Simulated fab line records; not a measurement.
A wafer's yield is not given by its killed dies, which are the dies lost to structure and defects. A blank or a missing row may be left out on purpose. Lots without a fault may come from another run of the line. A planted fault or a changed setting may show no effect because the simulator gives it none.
fab line records | flow nandHarc
record: lots: 13 wafers: 39 lastDay: 25
route steps=1159 shown A_SLIT@799 A_SIN_REMOVE@808 A_WL_FILL@823 END@1159
lots untouched by any fault: they come from a run of this same line in which no faults occurred
startH: hours from the record's first day to the start of the lot's first wafer shown | waitH: how many hours have passed since the lot's step before this one | " repeats the value in the row above | L1.1+2: a row that stands for several wafers | - no value present, or no start provided | * or withheld: withheld | < > ~ a bound
route shown NAME@n: names a module that has steps shown in the file, with the first one's number in the route | usual: mean and standard deviation over wafers with no fault | same: alike in all rows | chamber/n: place in a boat | sites: the reading at each site | _std_site: the standard deviation of these | _edge_site: outer sites' mean less inner sites' | radiusMm: how far each site lies from the wafer's centre | mask NAME#n: copy n | behind: the last tool/chamber to shape the wafer | hold: why the lot went on hold/how many hours it stayed there/how the hold came to an end | device: which transistor (n, p or np) failed to switch | end of line: the same wafers' tests at the end of the route | a step without rows: its recipe alone | killed: the dies lost at the first sort to structure and to defects; this is not the yield of the wafer | map: dies across one wafer; x = killed, . = not, _ = none there
set.NAME: the setting the step ran with; set.NAME@STEP: the setting that earlier step ran with | model.NAME: the simulator's own value behind a step, which no gauge read
the route's steps for a sample of lots (tables are steps, rows are wafers)
services: the hour from which a tool's chamber was out of use, counted from the record's first day as startH (under 0 if before that day), plus the number of hours and why
== steps ==
step: NHARC_A_SLIT_ETCH_29
recipe: targetDepthA: 1000 overetchA: 100 timeS: 55 ionEnergyEv: 100 cf4FlowSccm: 80 o2FlowSccm: 20 arFlowSccm: 0 rfW: 300 biasW: 100 chemistry: CF4/O2
usual: drypumpMotorCurrentA: 5.8/0.34 oesProductAu: 1.000/0.0098 rfVppV: 198.0/1.3 showerheadPlenumPTorr: 1.35/0.06 throttleValvePct: 13.398/0.0095
columns lot.wafer tool chamber startH waitH drypumpMotorCurrentA oesProductAu rfHoursCounterH rfVppV showerheadPlenumPTorr throttleValvePct
L496.3 rieDiel-02 2 321.78 0.1 5.5 1.001 13 200.6 1.41 13.400
L496.1 " 0 " " 5.7 1.015 12 199.3 1.40 13.407
L496.6 " 2 " " 5.5 1.001 - 198.8 1.41 13.395
L497.3 rieDiel-02 3 323.46 0.1 5.5 0.989 13 196.6 1.31 13.394
L497.2 " 0 " " 5.6 1.004 12 197.9 1.40 13.407
L497.6 " 3 " " 5.6 0.996 - 198.0 1.31 13.399
L498.1 rieDiel-09 3 330.61 0.1 6.0 1.006 4 198.9 1.36 13.394
L498.4 " 1 " " 6.1 0.998 3 198.9 1.42 13.389
L498.5 " 3 " " 6.0 1.019 - 197.4 1.36 13.382
L500.1 rieDiel-02 2 346.42 0.1 5.5 1.001 0 200.5 1.41 13.403
L500.4 " 0 " " 5.6 1.007 0 199.2 1.40 13.409
L500.6 " 2 " " 5.5 1.005 - 198.6 1.41 13.380
L507.3 rieDiel-02 2 386.69 0.1 5.4 0.998 4 198.9 1.41 13.394
L507.4 " 0 " " 5.6 1.011 3 199.0 1.40 13.400
L507.5 " 1 " " 5.9 1.012 - 197.1 1.24 13.381
L510.3 rieDiel-09 1 411.09 0.1 6.1 1.008 9 199.6 1.42 13.405
L510.1 " 2 " " 5.2 0.992 9 197.1 1.26 13.406
L510.5 " 2 " " 5.3 0.985 - 194.6 1.26 13.427
L513.4 rieDiel-09 1 419.80 0.1 6.1 1.006 10 199.3 1.42 13.419
L513.3 " 2 " " 5.3 0.983 10 195.4 1.26 13.402
L513.1 " 3 " " 6.0 1.010 10 198.6 1.36 13.397
L514.1 rieDiel-07 1 421.47 0.1 5.5 0.991 1 197.7 1.32 13.392
L514.5 " 2 " " 6.4 0.990 - 199.1 1.37 13.386
L514.6 " 3 " " 6.1 1.003 - 196.3 1.27 13.379
L512.4 rieDiel-02 1 422.31 0.1 5.9 1.004 7 197.4 1.24 13.408
L512.2 " 3 " " 5.6 0.982 7 197.7 1.31 13.402
L512.1 " 0 " " 5.7 1.009 6 199.6 1.40 13.394
L515.1 rieDiel-02 1 438.48 0.1 5.9 1.015 8 195.9 1.24 13.385
L515.2 " 2 " " 5.5 0.997 8 199.8 1.41 13.408
L515.3 " 0 " " 5.7 1.008 7 198.0 1.39 13.389
L516.3 rieDiel-02 3 440.14 0.1 5.6 0.997 9 197.0 1.31 13.413
L516.6 " 2 " " 5.4 0.996 - 200.1 1.41 13.390
L516.4 " 0 " " 5.7 1.002 - 199.5 1.39 13.398
L517.2 rieDiel-09 0 448.57 0.1 6.2 1.004 0 198.8 1.40 13.401
L517.1 " 2 " " 5.3 0.993 0 197.4 1.26 13.379
L517.6 " 1 " " 6.1 1.006 - 198.2 1.42 13.388
L519.3 rieDiel-07 3 470.08 0.1 6.1 1.008 5 196.3 1.27 13.403
L519.1 " 0 " " 5.2 0.994 4 197.9 1.33 13.396
L519.6 " 2 " " 6.4 0.996 - 198.7 1.37 13.412
step: NHARC_A_SIN_REMOVE_INSPECT_04
usual: rawDefectCount: 295/85
columns lot.wafer tool chamber startH waitH rawDefectCount
L497.2 defectInspect-02 - 330.02 0.0 270
L497.3 " - " " 262
L497.6 " - " " 234
L496.1 defectInspect-01 - 330.02 0.0 257
L496.3 " - " " 353
L496.6 " - " " 272
L498.1 defectInspect-01 - 338.04 0.0 416
L498.4 " - " " 327
L498.5 " - " " 303
L500.1 defectInspect-01 - 354.18 0.0 458
L500.4 " - " " 250
L500.6 " - " " 319
L507.3 defectInspect-02 - 393.41 0.0 397
L507.4 " - " " 256
L507.5 " - " " 246
L510.1 defectInspect-01 - 417.65 0.0 483
L510.3 " - " " 408
L510.5 " - " " 512
L513.1 defectInspect-02 - 428.07 0.0 371
L513.3 " - " " 331
L513.4 " - " " 269
L512.1 defectInspect-02 - 428.08 0.0 272
L512.2 " - " " 280
L512.4 " - " " 306
L514.1 defectInspect-01 - 428.08 0.0 263
L514.5 " - " " 238
L514.6 " - " " 288
L516.3 defectInspect-02 - 446.62 0.0 381
L516.4 " - " " 275
L516.6 " - " " 322
L515.1 defectInspect-01 - 446.64 0.1 325
L515.2 " - " " 243
L515.3 " - " " 279
L517.1 defectInspect-01 - 455.92 0.0 452
L517.2 " - " " 448
L517.6 " - " " 347
L519.1 defectInspect-01 - 478.28 0.0 273
L519.3 " - " " 261
L519.6 " - " " 398
step: NHARC_A_WL_FILL_ETCHBACK_16
recipe: targetDepthA: 880 timeS: 17.6 c4f8FlowSccm: withheld o2FlowSccm: 8 arFlowSccm: withheld rfW: 600 biasW: 800 chemistry: C4F8/O2/Ar
usual: oesProductAu: 0.980/0.028 rfVppV: 725/5.1
columns lot.wafer tool chamber startH waitH oesProductAu rfHoursCounterH rfVppV
L497.2 rieDiel-11 1 - - 0.986 10.2 716
L497.3 " 3 " " 0.998 10.2 719
L497.6 " 2 " " 0.990 - 728
L496.3 rieDiel-03 1 - - 0.995 3.6 728
L496.1 " 2 " " 0.986 3.4 719
L496.6 " 1 " " 0.987 - 727
L498.4 rieDiel-11 3 - - 1.007 10.7 718
L498.1 " 0 " " 1.005 12.8 730
L498.5 " 0 " " 1.000 - 729
L500.4 rieDiel-03 2 - - 0.921 4.2 719
L500.1 " 0 " " 0.912 4.0 729
L500.6 " 1 " " 0.927 - 728
L507.3 rieDiel-05 0 - - 1.000 1.9 728
L507.4 " 1 " " 1.001 2.2 729
L507.5 " 1 " " 1.000 - 729
L510.1 rieDiel-05 0 - - 0.986 2.3 725
L510.3 " 2 " " 0.997 1.1 732
L510.5 " 0 " " 0.990 - 729
L512.1 rieDiel-03 3 - - 0.978 1.7 729
L512.4 " 0 " " 0.984 1.6 729
L512.2 " 2 " " 1.009 1.7 719
L513.4 rieDiel-03 0 - - 0.976 1.7 728
L513.1 " 1 " " 0.985 1.7 726
L513.3 " 3 " " 0.983 1.7 729
L514.1 rieDiel-11 3 - - 0.944 3.7 718
L514.5 " 2 " " 0.933 - 729
L514.6 " 3 " " 0.942 - 716
L515.1 rieDiel-11 3 - - 1.011 4.6 717
L515.2 " 1 " " 0.996 5.0 716
L515.3 " 2 " " 0.998 4.2 729
L516.3 rieDiel-05 1 - - 0.986 3.1 731
L516.4 " 3 " " 0.997 2.8 730
L516.6 " 2 " " 0.989 - 731
L517.2 rieDiel-03 2 - - 1.005 2.3 720
L517.1 " 1 " " 0.995 2.3 726
L517.6 " 2 " " 0.994 - 719
L519.1 rieDiel-03 0 - - 0.991 2.7 728
L519.3 " 2 " " 0.989 3.2 720
L519.6 " 3 " " 0.951 - 728
step: NHARC_A_WL_FILL_CVD_23
recipe: targetThkA: 400 tempC: 620 pressureMtorr: 200 timeS: 800 material: poly-Si
usual: spikeTcBottomC: 639.6/2.2 zonePowerUpperPct: 9.65/0.26
columns lot.wafer tool chamber startH waitH spikeTcBottomC zonePowerUpperPct
L496.1 lpcvdPoly-04 0 351.50 2.1 638.4 9.59
L496.3 " 0 " " 638.3 9.62
L496.6 " 0 " " 637.0 9.63
L498.1 lpcvdPoly-04 0 357.17 2.3 637.2 9.65
L498.4 " 0 " " 638.2 9.66
L498.5 " 0 " " 638.8 9.58
L497.2 lpcvdPoly-04 0 381.50 32.4 638.4 9.67
L497.3 " 0 " " 638.9 9.82
L497.6 " 0 " " 638.5 9.84
L500.1 lpcvdPoly-01 0 405.57 31.6 641.2 9.91
L500.4 " 0 " " 640.0 9.95
L500.6 " 0 " " 639.8 9.88
L510.1 lpcvdPoly-04 0 438.58 2.2 638.1 9.56
L510.3 " 0 " " 637.1 9.78
L510.5 " 0 " " 637.8 9.59
L507.3 lpcvdPoly-01 0 444.88 32.6 641.1 10.05
L507.4 " 0 " " 641.1 9.82
L507.5 " 0 " " 639.7 9.86
L512.1 lpcvdPoly-01 0 449.83 - 639.7 9.76
L512.2 " 0 " " 641.5 9.87
L512.4 " 0 " " 639.8 9.90
L513.1 lpcvdPoly-04 0 452.00 2.3 638.0 9.76
L513.3 " 0 " " 639.3 9.78
L513.4 " 0 " " 639.4 9.81
L514.1 lpcvdPoly-04 0 452.00 2.1 639.7 9.50
L514.5 " 0 " " 637.2 9.57
L514.6 " 0 " " 637.5 9.71
L515.1 lpcvdPoly-04 0 465.17 2.3 638.1 9.73
L515.2 " 0 " " 638.7 9.78
L515.3 " 0 " " 637.2 9.52
L516.3 lpcvdPoly-04 0 465.17 2.2 640.0 9.57
L516.4 " 0 " " 639.6 9.64
L516.6 " 0 " " 639.5 9.70
L517.1 lpcvdPoly-02 0 476.56 2.3 645.7 8.98
L517.2 " 0 " " 645.0 8.72
L517.6 " 0 " " 646.3 9.17
L519.1 lpcvdPoly-01 0 495.96 2.5 639.1 9.94
L519.3 " 0 " " 641.2 9.86
L519.6 " 0 " " 640.1 9.81
step: NHARC_END_SORT_01
recipe: tempC: 25
usual: killedAtArray: 26/11 killedAtOther: 0.4/0.78 killedAtPeriphery: 3.4/2.4 killedDies: 29/11 killedOpen: 3.1/1.9 killedShort: 1.9/1.4
same: grossDies: 677
columns lot.wafer tool chamber startH waitH killedAtArray killedAtOther killedAtPeriphery killedDies killedOpen killedShort
L497.2 prober-02 0 543.97 2.8 33 0 4 37 3 1
L497.3 prober-02 0 544.79 3.1 38 0 3 41 3 3
L497.6 prober-02 0 547.23 4.1 32 0 6 38 6 3
L507.3 prober-01 0 568.20 3.1 37 0 0 37 4 2
L507.4 prober-01 0 569.00 3.4 16 1 7 24 3 1
L507.5 prober-01 0 569.81 3.7 31 0 1 32 3 3
L500.1 prober-01 0 574.42 2.5 24 0 4 28 1 2
L500.4 prober-01 0 576.82 3.4 19 0 3 22 6 0
L500.6 prober-01 0 578.43 4.0 24 0 4 28 1 1
L510.1 prober-01 0 575.54 2.5 37 1 3 41 5 1
L510.3 prober-01 0 577.16 3.1 28 0 2 30 2 2
L510.5 prober-01 0 578.78 3.7 40 1 2 43 2 3
killed by level:class
L497.2 A_SLIT:chamberFilmFlake=15 A_CHANNEL_HOLE_D1:chamberFilmFlake=11 A_STAIRCASE:chamberFilmFlake=2 P_GATE:geometricParticle:open=1 A_WL_FILL:geometricParticle:short=1 A_CONTACT:geometricParticle:open=1 A_M0:geometricParticle:open=1 P_STI:chamberFilmFlake=1
L497.3 A_CHANNEL_HOLE_D1:chamberFilmFlake=15 A_SLIT:chamberFilmFlake=13 A_WL_FILL:geometricParticle:short=2 A_CONTACT:geometricParticle:open=2 A_ZERO_WELL:chamberFilmFlake=2 A_CONTACT:chamberFilmFlake=2 P_M0:geometricParticle:short=1 P_M2:geometricParticle:open=1
L497.6 A_CHANNEL_HOLE_D1:chamberFilmFlake=11 A_SLIT:chamberFilmFlake=8 A_STAIRCASE:chamberFilmFlake=4 P_CONTACT:geometricParticle:open=2 A_M1:geometricParticle:open=2 P_CONTACT:geometricParticle:short=1 A_CHANNEL_FILL_D1:geometricParticle:open=1 A_WL_FILL:geometricParticle:short=1
L507.3 A_SLIT:chamberFilmFlake=19 A_CONTACT:chamberFilmFlake=8 A_CHANNEL_HOLE_D1:chamberFilmFlake=3 A_CONTACT:geometricParticle:open=2 A_SOURCE_PLATE:geometricParticle:open=1 A_CHANNEL_FILL_D1:geometricParticle:open=1 A_SGD_CUT:geometricParticle:short=1 A_M1:geometricParticle:short=1
L507.4 A_CHANNEL_HOLE_D1:chamberFilmFlake=4 A_SLIT:chamberFilmFlake=4 A_CONTACT:chamberFilmFlake=4 P_GATE:chamberFilmFlake=3 A_CHANNEL_HOLE_D1:geometricParticle:open=2 P_STI:chamberFilmFlake=2 P_M0:geometricParticle:short=1 A_M0:geometricParticle:open=1
L507.5 A_SLIT:chamberFilmFlake=10 A_CONTACT:chamberFilmFlake=10 A_CHANNEL_HOLE_D1:chamberFilmFlake=4 A_CONTACT:geometricParticle:open=2 A_CHANNEL_HOLE_D1:geometricParticle:short=1 A_WL_FILL:geometricParticle:open=1 A_WL_FILL:geometricParticle:short=1 A_M1:geometricParticle:short=1
L500.1 A_CHANNEL_HOLE_D1:chamberFilmFlake=9 A_CONTACT:chamberFilmFlake=4 P_CONTACT:chamberFilmFlake=2 A_STAIRCASE:chamberFilmFlake=2 A_M1:chamberFilmFlake=2 A_CHANNEL_FILL_D1:geometricParticle:short=1 A_WL_FILL:geometricParticle:short=1 A_WL_FILL:geometricParticle:open=1
L510.1 A_CHANNEL_HOLE_D1:chamberFilmFlake=23 A_SLIT:chamberFilmFlake=5 A_SGD_CUT:geometricParticle:open=2 A_CHANNEL_FILL_D1:chamberFilmFlake=2 P_GATE:geometricParticle:open=1 A_ONON_D1:geometricParticle:open=1 A_CHANNEL_FILL_D1:geometricParticle:short=1 A_CHANNEL_FILL_D1:geometricParticle:open=1
L500.4 A_CHANNEL_HOLE_D1:chamberFilmFlake=5 A_STAIRCASE:chamberFilmFlake=3 A_CONTACT:geometricParticle:open=2 A_WL_FILL:chamberFilmFlake=2 A_CONTACT:chamberFilmFlake=2 P_CONTACT:geometricParticle:open=1 A_CHANNEL_FILL_D1:geometricParticle:open=1 A_WL_FILL:geometricParticle:open=1
L510.3 A_SLIT:chamberFilmFlake=13 A_CHANNEL_HOLE_D1:chamberFilmFlake=8 A_STAIRCASE:chamberFilmFlake=3 P_GATE:geometricParticle:open=1 P_M1:geometricParticle:short=1 A_WL_FILL:geometricParticle:short=1 A_M1:geometricParticle:open=1 A_CHANNEL_FILL_D1:chamberFilmFlake=1
L500.6 A_STAIRCASE:chamberFilmFlake=8 A_CONTACT:chamberFilmFlake=8 A_CHANNEL_HOLE_D1:chamberFilmFlake=7 P_CONTACT:chamberFilmFlake=2 P_CONTACT:geometricParticle:open=1 A_CONTACT:geometricParticle:short=1 P_ZERO_WELL:chamberFilmFlake=1
L510.5 A_CHANNEL_HOLE_D1:chamberFilmFlake=20 A_SLIT:chamberFilmFlake=14 A_CHANNEL_FILL_D1:chamberFilmFlake=2 P_CONTACT:geometricParticle:short=1 A_ONON_D1:geometricParticle:short=1 A_SGD_CUT:geometricParticle:open=1 A_BLC:geometricParticle:open=1 STARTING-WAFER:geometricParticle:short=1
== services ==
columns tool chamber startH hours kind
lpcvdPoly-04 - 314.00 26.0 pm
rieDiel-11 0 315.73 4.5 repair
rieDiel-11 2 323.30 9.9 repair
rieDiel-02 - 327.70 9.0 pm
rieDiel-05 - 340.60 9.0 pm
rieDiel-02 0 350.89 9.2 repair
rieDiel-11 0 357.39 6.8 repair
rieDiel-05 2 365.61 39.4 repair
rieDiel-11 - 366.51 9.0 pm
lpcvdPoly-04 - 368.29 9.3 repair
rieDiel-11 - 379.10 0.5 repair
rieDiel-05 0 382.59 5.5 repair
rieDiel-09 2 383.44 5.8 repair
rieDiel-03 - 392.30 9.0 pm
rieDiel-03 - 404.87 1.6 repair
rieDiel-05 2 405.03 1.8 repair
rieDiel-11 0 409.98 2.8 repair
rieDiel-02 2 414.96 5.8 repair
rieDiel-02 1 439.05 15.5 repair
rieDiel-03 - 467.76 0.7 repair
rieDiel-03 0 468.93 12.0 repair
rieDiel-03 3 472.55 14.5 repair
rieDiel-03 - 478.87 0.9 repair
rieDiel-02 - 488.77 12.6 repair
== key ==
firstSign: step: NHARC_A_WL_FILL_CVD_23 reading: waitH direction: changed
effect none on later readings
metAt NHARC_A_WL_FILL_CVD_23
struckLots L497,L500,L507
struckWafers L497.2,L497.3,L497.6,L500.1,L500.4,L500.6,L507.3,L507.4,L507.5
testerLeftOut L497,L500,L507
notActingAt NHARC_A_SLIT_ETCH_29,NHARC_A_SIN_REMOVE_INSPECT_04,NHARC_A_WL_FILL_ETCHBACK_16
fault: kind: queueTimeViolation tool: lpcvdPoly-01,lpcvdPoly-02,lpcvdPoly-04 chamber: 0 onsetH: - steps: NHARC_A_WL_FILL_CVD_23 delayHr: 30 scope: struckLotsOnly
testerLeftOut: of these lots the tester's yield and bins aren't shown, on N5 and GAA mostly nor the transistor test; their killed dies are dies lost to structure and defects alone, not to doping, threshold or leakage, so they don't give the yield
